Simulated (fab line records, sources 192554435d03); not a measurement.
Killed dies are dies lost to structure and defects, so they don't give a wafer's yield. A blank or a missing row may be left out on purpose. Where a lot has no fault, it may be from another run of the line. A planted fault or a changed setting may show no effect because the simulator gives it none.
fab line records	flow n5_finfet
record lots=24	wafers=72	last_day=17
route steps=1938 shown BEOL_M1@765 BEOL_M2@858
lots that met no fault: taken from a fault-free run of the same line
start_h: the number of hours between the record's first day and the start of the first shown wafer of the lot	wait_h: hours from the lot's prior step to this one	" the same as in the row above	L1.1+2: one row covering several wafers at once	- no value, or no start was given	* or withheld: withheld	< > ~ a bound
route shown NAME@n: NAME is a module with steps in the file, n the number in the route of the first one	usual: average and standard deviation across the fault-free wafers	same: alike in all rows	chamber/n: place in a boat	sites: each site's reading	_std_site: their standard deviation	_edge_site: mean of outer sites minus mean of inner sites	radius_mm: for every site, how far away it sits from the centre of the wafer	mask NAME#n: copy n	behind: tool/chamber where the wafer was last shaped	hold: why the lot was held/for how many hours/how that ended	device: the transistor (n, p or np) that didn't switch	end of line: the route-end tests of the same wafers	a step given without rows: its recipe and nothing more	killed: the dies lost at the first sort to structure and to defects; this is not the yield of the wafer	map: per-die view of a wafer (x killed, . not killed, _ where there is no die)
set.NAME: the setting that was run; set.NAME@STEP: the one run at that earlier step	model.NAME: the simulator's own value behind a step, which no gauge read
steps of the route over a sample of lots; a table a step, a row a wafer
services: from which hour (start_h, from the record's first day; less than 0 if before it) a tool's chamber was out of use, for how many hours, and why
## steps
# step N5_BEOL_M1_OVL_MEAS_12
# recipe points_per_wafer=522
# usual M1_OVL=-0.1/0.74
lot.wafer	tool	chamber	start_h	wait_h	M1_OVL[nm]
L074.1	overlay-01	0	123.09	0.0	-0.7
L074.2	"	0	"	"	-0.8
L074.3	"	0	"	"	-0.7
L075.1	overlay-01	0	135.65	0.0	-0.3
L075.3	"	0	"	"	-0.8
L075.5	"	0	"	"	0.2
L076.1	overlay-01	0	141.87	0.0	-0.3
L076.4	"	0	"	"	-0.5
L076.5	"	0	"	"	-0.7
L077.1	overlay-01	0	142.01	0.0	0.9
L077.3	"	0	"	"	1.3
L077.5	"	0	"	"	1.1
L078.1	overlay-01	0	142.71	0.0	-0.4
L078.5	"	0	"	"	-0.8
L078.6	"	0	"	"	0.0
L079.1	overlay-01	0	152.75	0.0	-1.0
L079.3	"	0	"	"	1.1
L079.5	"	0	"	"	-0.9
L080.2	overlay-01	0	165.58	0.0	-0.3
L080.3	"	0	"	"	-0.2
L080.6	"	0	"	"	0.5
L081.1	overlay-01	0	165.73	0.0	0.9
L081.3	"	0	"	"	0.2
L081.5	"	0	"	"	0.4
L082.2	overlay-02	0	172.79	0.0	0.0
L082.3	"	0	"	"	0.9
L082.5	"	0	"	"	0.5
L083.2	overlay-02	0	172.96	0.0	-1.2
L083.3	"	0	"	"	-0.4
L083.6	"	0	"	"	-1.1
L084.1	overlay-01	0	188.93	0.0	-0.6
L084.5	"	0	"	"	-0.1
L084.6	"	0	"	"	-0.2
L085.2	overlay-01	0	194.64	0.0	0.7
L085.3	"	0	"	"	0.9
L085.4	"	0	"	"	1.2
L086.1	overlay-01	0	197.59	0.0	-0.9
L086.3	"	0	"	"	-0.3
L086.4	"	0	"	"	-0.4
L088.2	overlay-01	0	205.87	0.0	0.7
L088.3	"	0	"	"	1.1
L088.5	"	0	"	"	0.8
L087.2	overlay-02	0	207.60	0.0	-0.9
L087.3	"	0	"	"	-1.7
L087.5	"	0	"	"	-1.4
L089.1	overlay-01	0	218.19	0.0	0.6
L089.2	"	0	"	"	-1.4
L089.3	"	0	"	"	-0.6
L090.1	overlay-02	0	218.73	0.0	0.5
L090.5	"	0	"	"	-0.1
L090.6	"	0	"	"	0.8
L092.1	overlay-01	0	224.24	0.0	-0.5
L092.2	"	0	"	"	-1.2
L092.4	"	0	"	"	-2.3
L091.1	overlay-01	0	224.31	0.0	1.2
L091.3	"	0	"	"	-0.2
L091.6	"	0	"	"	0.1
L093.3	overlay-01	0	236.91	0.0	0.1
L093.5	"	0	"	"	-0.8
L093.6	"	0	"	"	-1.3
L094.2	overlay-01	0	240.44	0.0	0.5
L094.5	"	0	"	"	0.5
L094.6	"	0	"	"	0.4
L095.1	overlay-02	0	247.62	0.0	-0.6
L095.2	"	0	"	"	-0.1
L095.4	"	0	"	"	0.3
L096.4	overlay-02	0	257.46	0.0	1.2
L096.5	"	0	"	"	0.8
L096.6	"	0	"	"	1.0
L097.1	overlay-01	0	262.75	0.0	-0.5
L097.2	"	0	"	"	0.0
L097.6	"	0	"	"	-0.2
# step N5_BEOL_M1_ALD_84
# recipe material=TaN	target_thk_a=*	temp_c=275	ald_precursor_family=PDMAT	ald_co_reactant=NH3	pressure_torr=3	carrier_flow_sccm=1500	pulse_time_s=2	purge_time_s=3	co_reactant_purge_time_s=2	co_reactant_pulse_time_s=3	ald_cycles=30	precursor_vessel_temp_c=75	precursor_vessel_pressure_torr=26.25	precursor_vessel_carrier_sccm=1000
# usual heater_power_w=431/39
# same ald_cycles=30
lot.wafer	tool	chamber	start_h	wait_h	heater_power_w
L074.1	ald_metal-03	2	128.55	0.0	465
L074.2	"	3	"	"	396
L074.3	"	1	"	"	401
L075.1	ald_metal-04	1	138.81	0.0	369
L075.3	"	3	"	"	465
L075.5	"	0	"	"	461
L076.1	ald_metal-03	2	150.85	0.1	469
L076.4	"	0	"	"	351
L076.5	"	2	"	"	476
L077.1	ald_metal-04	0	154.65	0.0	469
L077.3	"	3	"	"	467
L077.5	"	0	"	"	470
L078.1	ald_metal-02	2	154.65	0.0	463
L078.5	"	2	"	"	481
L078.6	"	3	"	"	485
L079.1	ald_metal-02	3	161.35	0.0	478
L079.3	"	2	"	"	476
L079.5	"	0	"	"	421
L081.1	ald_metal-02	3	169.00	0.0	487
L081.3	"	0	"	"	423
L081.5	"	1	"	"	413
L080.2	ald_metal-04	2	169.09	0.0	420
L080.3	"	1	"	"	383
L080.6	"	3	"	"	463
L082.2	ald_metal-03	2	178.72	0.1	458
L082.3	"	3	"	"	393
L082.5	"	2	"	"	479
L083.2	ald_metal-02	2	182.98	0.1	471
L083.3	"	1	"	"	402
L083.6	"	0	"	"	415
L084.1	ald_metal-02	1	191.65	0.0	417
L084.5	"	1	"	"	404
L084.6	"	2	"	"	460
L086.1	ald_metal-04	2	202.18	0.1	425
L086.3	"	3	"	"	458
L086.4	"	1	"	"	367
L085.2	ald_metal-02	1	202.24	0.0	410
L085.3	"	0	"	"	428
L085.4	"	3	"	"	486
L088.2	ald_metal-04	0	210.92	0.1	470
L088.3	"	1	"	"	383
L088.5	"	2	"	"	418
L087.2	ald_metal-02	1	223.57	0.0	419
L087.3	"	0	"	"	425
L087.5	"	2	"	"	462
L089.1	ald_metal-03	1	226.55	0.0	407
L089.2	"	0	"	"	343
L089.3	"	3	"	"	398
L090.1	ald_metal-02	2	226.57	0.1	468
L090.5	"	1	"	"	416
L090.6	"	2	"	"	461
L092.1	ald_metal-03	3	229.20	0.1	387
L092.2	"	1	"	"	412
L092.4	"	2	"	"	468
L091.1	ald_metal-03	2	231.21	0.1	467
L091.3	"	3	"	"	398
L091.6	"	3	"	"	399
L093.3	ald_metal-03	3	241.34	0.2	389
L093.5	"	3	"	"	394
L093.6	"	0	"	"	351
L094.2	ald_metal-02	0	244.21	0.0	415
L094.5	"	2	"	"	469
L094.6	"	3	"	"	479
L095.1	ald_metal-04	2	253.97	0.0	445
L095.2	"	1	"	"	380
L095.4	"	0	"	"	484
L096.4	ald_metal-03	1	265.23	0.1	407
L096.5	"	2	"	"	476
L096.6	"	3	"	"	401
L097.1	ald_metal-02	2	265.92	0.0	457
L097.2	"	3	"	"	477
L097.6	"	0	"	"	426
# step N5_BEOL_M1_ANNEAL_91
# recipe temp_c=400	time_s=240	ambient=vacuum
# usual heater_power_w=850/73
lot.wafer	tool	chamber	start_h	wait_h	heater_power_w
L074.1	pvd_sputter-01	-	130.25	0.0	921
L074.2	"	-	"	"	732
L074.3	"	-	"	"	949
L075.1	pvd_sputter-01	-	140.53	0.0	793
L075.3	"	-	"	"	945
L075.5	"	-	"	"	932
L076.1	pvd_sputter-01	-	153.37	0.0	745
L076.4	"	-	"	"	929
L076.5	"	-	"	"	948
L077.1	pvd_sputter-02	-	156.29	0.0	863
L077.3	"	-	"	"	868
L077.5	"	-	"	"	875
L078.1	pvd_sputter-02	-	158.17	0.0	856
L078.5	"	-	"	"	880
L078.6	"	-	"	"	934
L079.1	pvd_sputter-01	-	162.99	0.0	783
L079.3	"	-	"	"	724
L079.5	"	-	"	"	937
L081.1	pvd_sputter-02	-	170.64	0.0	819
L081.3	"	-	"	"	903
L081.5	"	-	"	"	886
L080.2	pvd_sputter-01	-	171.04	0.0	786
L080.3	"	-	"	"	933
L080.6	"	-	"	"	938
L082.2	pvd_sputter-02	-	180.84	0.0	834
L082.3	"	-	"	"	889
L082.5	"	-	"	"	870
L083.2	pvd_sputter-01	-	184.85	0.0	797
L083.3	"	-	"	"	929
L083.6	"	-	"	"	737
L084.1	pvd_sputter-02	-	193.46	0.0	866
L084.5	"	-	"	"	840
L084.6	"	-	"	"	870
L086.1	pvd_sputter-02	-	203.92	0.0	864
L086.3	"	-	"	"	867
L086.4	"	-	"	"	874
L085.2	pvd_sputter-03	-	203.94	0.0	869
L085.3	"	-	"	"	786
L085.4	"	-	"	"	852
L088.2	pvd_sputter-01	-	213.56	0.0	723
L088.3	"	-	"	"	969
L088.5	"	-	"	"	930
L087.2	pvd_sputter-02	-	225.20	0.0	884
L087.3	"	-	"	"	874
L087.5	"	-	"	"	868
L089.1	pvd_sputter-01	-	228.26	0.0	811
L089.2	"	-	"	"	747
L089.3	"	-	"	"	937
L090.1	pvd_sputter-03	-	228.47	0.0	713
L090.5	"	-	"	"	882
L090.6	"	-	"	"	854
L092.1	pvd_sputter-03	-	230.93	0.0	797
L092.2	"	-	"	"	891
L092.4	"	-	"	"	704
L091.1	pvd_sputter-02	-	232.96	0.0	840
L091.3	"	-	"	"	907
L091.6	"	-	"	"	855
L093.3	pvd_sputter-01	-	242.97	0.0	956
L093.5	"	-	"	"	737
L093.6	"	-	"	"	938
L094.2	pvd_sputter-01	-	245.88	0.0	920
L094.5	"	-	"	"	787
L094.6	"	-	"	"	728
L095.1	pvd_sputter-03	-	255.99	0.0	875
L095.2	"	-	"	"	725
L095.4	"	-	"	"	870
L096.4	pvd_sputter-02	-	266.92	0.0	849
L096.5	"	-	"	"	840
L096.6	"	-	"	"	915
L097.1	pvd_sputter-01	-	268.78	0.0	945
L097.2	"	-	"	"	805
L097.6	"	-	"	"	734
# step N5_BEOL_M1_RS_MEAS_58
# recipe thk_meas_gauge=four-point-probe	reads=Co_of_BEOL_M1_CO_CAP_55+Cu_of_BEOL_M1_ECD_50+Co_of_BEOL_M1_CVD_47+TaN_of_BEOL_M1_ALD_84
# usual M1_RS=0.68/0.032
lot.wafer	tool	chamber	start_h	wait_h	M1_RS[ohm/sq]
L074.1	film_metro-01	-	131.99	0.0	0.68
L074.2	"	-	"	"	0.70
L074.3	"	-	"	"	0.70
L075.1	film_metro-01	-	142.16	0.0	0.69
L075.3	"	-	"	"	0.66
L075.5	"	-	"	"	0.65
L076.1	film_metro-02	-	155.04	0.0	0.75
L076.4	"	-	"	"	0.71
L076.5	"	-	"	"	0.71
L077.1	film_metro-01	-	157.92	0.0	0.69
L077.3	"	-	"	"	0.74
L077.5	"	-	"	"	0.74
L078.1	film_metro-02	-	159.80	0.0	0.71
L078.5	"	-	"	"	0.65
L078.6	"	-	"	"	0.66
L079.1	film_metro-02	-	164.67	0.0	0.65
L079.3	"	-	"	"	0.74
L079.5	"	-	"	"	0.65
L081.1	film_metro-01	-	172.41	0.0	0.71
L081.3	"	-	"	"	0.69
L081.5	"	-	"	"	0.67
L080.2	film_metro-02	-	173.01	0.1	0.67
L080.3	"	-	"	"	0.68
L080.6	"	-	"	"	0.68
L082.2	film_metro-01	-	182.47	0.1	0.66
L082.3	"	-	"	"	0.66
L082.5	"	-	"	"	0.68
L083.2	film_metro-01	-	186.48	0.1	0.67
L083.3	"	-	"	"	0.70
L083.6	"	-	"	"	0.64
L084.1	film_metro-02	-	195.09	0.0	0.70
L084.5	"	-	"	"	0.63
L084.6	"	-	"	"	0.69
L086.1	film_metro-02	-	205.54	0.0	0.69
L086.3	"	-	"	"	0.67
L086.4	"	-	"	"	0.65
L085.2	film_metro-02	-	205.60	0.1	0.69
L085.3	"	-	"	"	0.79
L085.4	"	-	"	"	0.78
L088.2	film_metro-02	-	215.53	0.1	0.67
L088.3	"	-	"	"	0.64
L088.5	"	-	"	"	0.68
L087.2	film_metro-02	-	226.83	0.1	0.71
L087.3	"	-	"	"	0.70
L087.5	"	-	"	"	0.67
L089.1	film_metro-01	-	229.90	0.0	0.70
L089.2	"	-	"	"	0.69
L089.3	"	-	"	"	0.74
L090.1	film_metro-02	-	230.30	0.1	0.67
L090.5	"	-	"	"	0.66
L090.6	"	-	"	"	0.67
L092.1	film_metro-01	-	232.56	0.0	0.70
L092.2	"	-	"	"	0.71
L092.4	"	-	"	"	0.73
L091.1	film_metro-02	-	234.60	0.0	0.67
L091.3	"	-	"	"	0.65
L091.6	"	-	"	"	0.65
L093.3	film_metro-02	-	244.90	0.1	0.72
L093.5	"	-	"	"	0.66
L093.6	"	-	"	"	0.65
L094.2	film_metro-01	-	247.51	0.1	0.68
L094.5	"	-	"	"	0.67
L094.6	"	-	"	"	0.61
L095.1	film_metro-01	-	257.83	0.0	0.66
L095.2	"	-	"	"	0.67
L095.4	"	-	"	"	0.65
L096.4	film_metro-01	-	268.83	0.0	0.66
L096.5	"	-	"	"	0.66
L096.6	"	-	"	"	0.69
L097.1	film_metro-02	-	270.41	0.0	0.75
L097.2	"	-	"	"	0.72
L097.6	"	-	"	"	0.63
# step N5_BEOL_M2_ETCH_74
# recipe chemistry=N2/H2	target=underlayer	target_depth_a=65	mask_material=CAR-EUV	time_s=5.2	ion_energy_ev=200	pressure_mtorr=30	source_w=840	bias_w=150	n2_flow_sccm=200	h2_flow_sccm=200	ends=cleared
# usual drypump_motor_current_A=5.7/0.52	etch_rf_on_time_s=5.21/0.087	n2_flow_sccm=200.0/0.64	oes_product_au=0.66/0.066	rf_vpp_V=524.7/2.1	showerhead_plenum_p_Torr=2.57/0.076	throttle_valve_pct=17.88/0.23
lot.wafer	tool	chamber	start_h	wait_h	drypump_motor_current_A	etch_rf_on_time_s	n2_flow_sccm	oes_product_au	rf_hours_counter_h	rf_vpp_V	showerhead_plenum_p_Torr	throttle_valve_pct
L074.1	rie_diel-01	0	133.19	0.0	5.1	5.27	199.7	0.74	42	523.9	2.46	17.64
L074.2	"	2	"	"	6.1	5.19	199.8	0.65	168	527.5	2.65	18.08
L074.3	"	3	"	"	5.2	4.99	199.9	0.64	190	528.6	2.62	18.18
L075.1	rie_diel-01	3	146.67	0.0	5.2	5.04	201.0	0.63	194	525.4	2.61	18.18
L075.3	"	0	"	"	5.1	5.25	200.3	0.72	47	521.1	2.46	17.64
L075.5	"	3	"	"	5.3	5.07	199.9	0.63	-	524.1	2.61	18.19
L076.1	rie_diel-05	3	159.69	0.0	5.7	5.20	199.8	0.72	42	526.9	2.69	17.49
L076.4	"	0	"	"	6.6	5.23	199.9	0.59	232	523.8	2.50	17.93
L076.5	"	0	"	"	6.6	5.17	200.3	0.58	-	523.5	2.50	17.87
L077.1	rie_diel-01	0	159.92	0.0	5.1	5.30	200.8	0.71	54	523.7	2.46	17.66
L077.3	"	2	"	"	6.1	5.19	200.0	0.63	181	527.3	2.65	18.11
L077.5	"	1	"	"	5.9	5.05	199.5	0.84	-	523.4	2.50	17.69
L078.1	rie_diel-01	3	161.08	0.0	5.3	5.07	198.6	0.63	197	526.5	2.61	18.21
L078.5	"	0	"	"	5.2	5.30	199.9	0.71	-	523.8	2.46	17.66
L078.6	"	3	"	"	5.3	5.09	198.7	0.62	-	526.3	2.61	18.21
L079.1	rie_diel-06	0	166.09	0.0	4.9	5.17	200.0	0.72	43	524.1	2.49	17.78
L079.3	"	3	"	"	5.8	5.17	199.4	0.63	158	523.5	2.54	18.05
L079.5	"	0	"	"	5.0	5.12	199.2	0.74	-	522.4	2.49	17.77
L081.1	rie_diel-06	1	173.46	0.0	5.2	5.28	199.5	0.64	149	524.2	2.53	17.59
L081.3	"	0	"	"	4.9	5.14	198.6	0.73	46	521.2	2.48	17.78
L081.5	"	3	"	"	5.8	5.17	200.1	0.62	-	525.4	2.54	18.07
L080.2	rie_diel-01	1	175.56	0.0	5.9	4.97	200.0	0.83	7	522.2	2.49	17.72
L080.3	"	0	"	"	5.2	5.28	200.6	0.71	60	523.7	2.45	17.66
L080.6	"	3	"	"	5.2	5.02	201.2	0.62	-	526.8	2.61	18.19
L082.2	rie_diel-01	3	183.82	0.0	5.2	5.05	199.6	0.62	207	528.0	2.61	18.21
L082.3	"	2	"	"	6.1	5.29	199.6	0.63	190	526.1	2.64	18.11
L082.5	"	0	"	"	5.1	5.27	200.2	0.69	-	522.4	2.45	17.67
L083.2	rie_diel-01	0	188.74	0.0	5.2	5.32	200.7	0.69	64	520.6	2.45	17.69
L083.3	"	1	"	"	6.0	5.09	199.6	0.80	12	522.4	2.49	17.73
L083.6	"	2	"	"	6.1	5.25	200.6	0.63	-	526.5	2.64	18.12
L084.1	rie_diel-05	0	196.06	0.0	6.6	5.18	199.8	0.59	244	522.0	2.50	17.93
L084.5	"	0	"	"	6.6	5.14	200.4	0.57	-	522.5	2.50	17.91
L084.6	"	3	"	"	5.7	5.22	199.7	0.72	-	527.5	2.68	17.51
L086.1	rie_diel-06	1	207.44	0.0	5.2	5.19	200.0	0.63	159	523.9	2.53	17.62
L086.3	"	0	"	"	4.9	5.09	200.4	0.72	56	522.6	2.48	17.80
L086.4	"	2	"	"	6.6	5.20	200.4	0.60	237	527.8	2.60	17.89
L085.2	rie_diel-05	3	207.64	0.0	5.7	5.29	201.0	0.71	59	527.7	2.68	17.51
L085.3	"	1	"	"	5.8	5.29	200.6	0.67	106	527.0	2.67	18.03
L085.4	"	0	"	"	6.6	5.23	200.3	0.58	248	523.0	2.50	17.93
L088.2	rie_diel-01	3	216.36	0.0	5.3	5.08	200.0	0.62	218	524.7	2.60	18.27
L088.3	"	0	"	"	5.1	5.30	200.0	0.69	74	522.1	2.45	17.68
L088.5	"	1	"	"	5.9	5.12	199.9	0.79	-	522.5	2.49	17.73
L087.2	rie_diel-06	1	228.49	0.0	5.2	5.29	199.7	0.62	166	523.6	2.53	17.62
L087.3	"	2	"	"	6.6	5.35	200.5	0.58	244	523.4	2.60	17.92
L087.5	"	2	"	"	6.6	5.36	200.1	0.58	-	524.0	2.60	17.92
L089.1	rie_diel-05	1	232.00	0.0	5.7	5.27	199.9	0.65	117	527.2	2.66	18.04
L089.2	"	3	"	"	5.7	5.23	199.0	0.70	70	528.6	2.68	17.54
L089.3	"	2	"	"	5.1	5.25	200.5	0.58	239	526.6	2.62	18.17
L090.1	rie_diel-06	2	232.54	0.0	6.6	5.39	199.4	0.58	244	525.4	2.60	17.92
L090.5	"	0	"	"	5.0	5.15	199.7	0.71	-	521.1	2.48	17.84
L090.6	"	1	"	"	5.2	5.34	200.4	0.62	-	525.8	2.53	17.62
L092.1	rie_diel-05	1	234.39	0.0	5.8	5.31	199.2	0.66	118	525.0	2.66	18.05
L092.2	"	2	"	"	5.1	5.22	200.3	0.59	240	526.5	2.62	18.17
L092.4	"	2	"	"	5.1	5.23	200.3	0.58	-	526.7	2.62	18.17
L091.1	rie_diel-06	2	235.72	0.0	6.6	5.35	200.9	0.58	245	524.8	2.60	17.91
L091.3	"	0	"	"	4.9	5.11	199.7	0.70	64	522.3	2.48	17.82
L091.6	"	1	"	"	5.2	5.26	199.0	0.63	-	524.3	2.53	17.62
L093.3	rie_diel-01	3	247.57	0.0	5.3	5.16	200.1	0.59	230	524.8	2.60	18.26
L093.5	"	1	"	"	6.0	5.17	198.9	0.78	-	522.7	2.48	17.74
L093.6	"	2	"	"	6.1	5.30	199.7	0.61	-	527.9	2.63	18.12
L094.2	rie_diel-06	0	248.93	0.0	4.9	5.15	200.2	0.69	70	522.9	2.47	17.85
L094.5	"	0	"	"	4.9	5.22	199.5	0.70	-	522.9	2.48	17.82
L094.6	"	3	"	"	5.8	5.21	199.6	0.61	-	523.5	2.53	18.08
L095.1	rie_diel-06	1	260.64	0.0	5.1	5.26	200.0	0.62	177	523.0	2.52	17.62
L095.2	"	3	"	"	5.8	5.23	199.4	0.61	189	523.7	2.53	18.10
L095.4	"	3	"	"	5.8	5.18	200.0	0.61	-	523.7	2.53	18.10
L096.4	rie_diel-05	1	270.13	0.0	5.8	5.25	200.2	0.65	-	527.1	2.66	18.06
L096.5	"	3	"	"	5.7	5.27	200.4	0.68	-	526.1	2.67	17.56
L096.6	"	0	"	"	6.6	5.14	200.8	0.81	-	523.5	2.49	17.54
L097.1	rie_diel-05	1	272.23	0.0	5.7	5.24	201.1	0.66	131	525.7	2.66	18.08
L097.2	"	0	"	"	6.6	5.13	200.3	0.82	12	523.0	2.49	17.57
L097.6	"	3	"	"	5.7	5.30	199.4	0.69	-	526.1	2.67	17.56
# step N5_BEOL_M2_CD_MEAS_28
# recipe target_cd_nm=26.2	landing_energy_ev=500	detector=se_inlens	target_cd_y_nm=24.1	polarity=opening
# usual cd_nm=26.10/0.24
lot.wafer	tool	chamber	start_h	wait_h	cd_nm
L074.1	cd_sem-01	0	134.03	-	26.35
L074.2	"	0	"	"	26.14
L074.3	"	0	"	"	26.17
L075.1	cd_sem-02	0	147.73	-	25.95
L075.3	"	0	"	"	25.98
L075.5	"	0	"	"	26.08
L076.1	cd_sem-03	0	160.53	-	26.30
L076.4	"	0	"	"	26.28
L076.5	"	0	"	"	26.51
L077.1	cd_sem-01	0	160.65	-	26.65
L077.3	"	0	"	"	26.07
L077.5	"	0	"	"	26.78
L078.1	cd_sem-02	0	162.00	-	25.96
L078.5	"	0	"	"	25.99
L078.6	"	0	"	"	26.00
L079.1	cd_sem-03	0	166.81	-	26.38
L079.3	"	0	"	"	26.14
L079.5	"	0	"	"	26.12
L081.1	cd_sem-03	0	174.18	-	26.28
L081.3	"	0	"	"	26.05
L081.5	"	0	"	"	25.98
L080.2	cd_sem-02	0	176.46	-	26.16
L080.3	"	0	"	"	25.97
L080.6	"	0	"	"	26.00
L082.2	cd_sem-01	0	184.72	-	26.13
L082.3	"	0	"	"	25.74
L082.5	"	0	"	"	25.76
L083.2	cd_sem-01	0	189.49	-	25.65
L083.3	"	0	"	"	26.05
L083.6	"	0	"	"	26.01
L084.1	cd_sem-02	0	197.00	-	25.75
L084.5	"	0	"	"	26.10
L084.6	"	0	"	"	25.77
L086.1	cd_sem-02	0	208.15	-	25.56
L086.3	"	0	"	"	25.99
L086.4	"	0	"	"	26.10
L085.2	cd_sem-02	0	208.41	-	26.37
L085.3	"	0	"	"	26.32
L085.4	"	0	"	"	26.29
L088.2	cd_sem-02	0	217.21	-	25.93
L088.3	"	0	"	"	26.04
L088.5	"	0	"	"	26.18
L087.2	cd_sem-03	0	229.31	-	26.19
L087.3	"	0	"	"	26.23
L087.5	"	0	"	"	26.00
L089.1	cd_sem-01	0	232.77	-	25.59
L089.2	"	0	"	"	26.23
L089.3	"	0	"	"	26.60
L090.1	cd_sem-01	0	233.38	-	25.59
L090.5	"	0	"	"	26.21
L090.6	"	0	"	"	25.54
L092.1	cd_sem-01	0	235.23	-	26.03
L092.2	"	0	"	"	26.28
L092.4	"	0	"	"	26.20
L091.1	cd_sem-02	0	236.92	-	26.29
L091.3	"	0	"	"	25.90
L091.6	"	0	"	"	26.29
L093.3	cd_sem-03	0	248.67	-	26.09
L093.5	"	0	"	"	25.79
L093.6	"	0	"	"	26.24
L094.2	cd_sem-03	0	249.87	-	26.34
L094.5	"	0	"	"	26.02
L094.6	"	0	"	"	25.87
L095.1	cd_sem-01	0	261.41	-	25.78
L095.2	"	0	"	"	25.79
L095.4	"	0	"	"	26.06
L096.4	cd_sem-02	0	271.06	-	25.91
L096.5	"	0	"	"	26.40
L096.6	"	0	"	"	25.99
L097.1	cd_sem-01	0	272.96	-	26.29
L097.2	"	0	"	"	26.48
L097.6	"	0	"	"	26.72
## services
tool	chamber	start_h	hours	kind
rie_diel-05	0	110.92	6.6	repair
pvd_sputter-02	-	114.88	19.9	repair
rie_diel-06	1	116.06	7.0	repair
rie_diel-01	1	140.38	-	clean
rie_diel-01	1	140.38	-	consumable_replace:focus_ring
rie_diel-01	1	140.38	15.4	scheduled_down
rie_diel-01	1	140.38	15.4	vent_cycle
pvd_sputter-01	-	143.08	4.3	repair
ald_metal-03	-	175.34	1.8	repair
ald_metal-02	3	178.85	12.1	repair
ald_metal-04	-	192.07	2.8	pm
rie_diel-01	1	194.65	3.8	repair
rie_diel-05	1	208.51	1.2	repair
ald_metal-02	3	209.07	23.7	repair
rie_diel-05	0	212.49	-	clean
ald_metal-02	2	228.14	6.6	repair
rie_diel-06	-	229.49	2.8	pm
ald_metal-03	-	242.97	0.4	repair
rie_diel-06	2	245.69	-	clean
rie_diel-06	2	245.69	-	consumable_replace:focus_ring
rie_diel-06	2	245.69	18.1	scheduled_down
rie_diel-06	2	245.69	18.1	vent_cycle
rie_diel-05	1	251.98	3.1	repair
ald_metal-04	3	271.36	25.0	repair
## key
fault none
